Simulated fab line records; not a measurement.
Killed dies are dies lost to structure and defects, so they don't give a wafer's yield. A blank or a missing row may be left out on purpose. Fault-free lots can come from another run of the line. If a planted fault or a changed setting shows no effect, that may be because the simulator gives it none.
Chamber matching || flow n5-finfet || 4 sister chambers for N5_GATE_CUT_CMP_43 on cmp-01
The step polishes SiO2. 8 wafers are shown with their chamber, then 11 later ones without.

## WAFERS WITH THEIR CHAMBER
{"wafer": "L080.1", "chamber": 1, "motor-current-A (A)": 13.9}
{"wafer": "L080.3", "chamber": 3, "motor-current-A (A)": 11.2}
{"wafer": "L084.3", "chamber": 2, "motor-current-A (A)": 10.5}
{"wafer": "L084.4", "chamber": 1, "motor-current-A (A)": 14.5}
{"wafer": "L085.1", "chamber": 3, "motor-current-A (A)": 11.4}
{"wafer": "L085.4", "chamber": 0, "motor-current-A (A)": 12.7}
{"wafer": "L085.5", "chamber": 2, "motor-current-A (A)": 11.0}
{"wafer": "L088.2", "chamber": 0, "motor-current-A (A)": 12.7}

## WAFERS MISSING THEIR CHAMBER
{"wafer": "L088.3", "motor-current-A (A)": 11.6}
{"wafer": "L088.5", "motor-current-A (A)": 10.7}
{"wafer": "L091.1", "motor-current-A (A)": 11.9}
{"wafer": "L091.3", "motor-current-A (A)": 11.5}
{"wafer": "L091.4", "motor-current-A (A)": 10.7}
{"wafer": "L092.2", "motor-current-A (A)": 14.7}
{"wafer": "L092.4", "motor-current-A (A)": 10.8}
{"wafer": "L092.6", "motor-current-A (A)": 11.0}
{"wafer": "L094.1", "motor-current-A (A)": 10.8}
{"wafer": "L094.4", "motor-current-A (A)": 12.4}
{"wafer": "L094.6", "motor-current-A (A)": 13.2}

## CHAMBER TAKEN BY EACH
{"wafer": "L088.3", "from the rows above": "can't be placed: 3 or 2", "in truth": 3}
{"wafer": "L088.5", "from the rows above": "can't be placed: 2 or 3", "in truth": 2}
{"wafer": "L091.1", "from the rows above": "can't be placed: 3 or 0 or 2", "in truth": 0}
{"wafer": "L091.3", "from the rows above": "can't be placed: 3 or 2", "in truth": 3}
{"wafer": "L091.4", "from the rows above": "can't be placed: 2 or 3", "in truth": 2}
{"wafer": "L092.2", "from the rows above": 1, "in truth": 1}
{"wafer": "L092.4", "from the rows above": "can't be placed: 2 or 3", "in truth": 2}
{"wafer": "L092.6", "from the rows above": "can't be placed: 2 or 3", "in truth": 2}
{"wafer": "L094.1", "from the rows above": "can't be placed: 2 or 3", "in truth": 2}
{"wafer": "L094.4", "from the rows above": 0, "in truth": 0}
{"wafer": "L094.6", "from the rows above": "can't be placed: 0 or 1", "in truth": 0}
Correct placement for 2 of the 11. Can't be placed from these rows: 9 (the true chamber is among the candidates in 9). Placed wrongly: 0.
How it was worked out, from the rows above alone: a wafer's distance from a chamber is the root of the sum, over the readings, of the square of ((its reading less the chamber's mean) divided by the reading's scatter). If the next closest chamber is less than 2 further off than the closest, the wafer can't be placed; otherwise it belongs to the closest. The mean given for a chamber averages the wafers shown for that chamber. The scatter: the root of (the sum of the squares of (reading less its chamber's mean) over the shown wafers, divided by (wafers less chambers)).
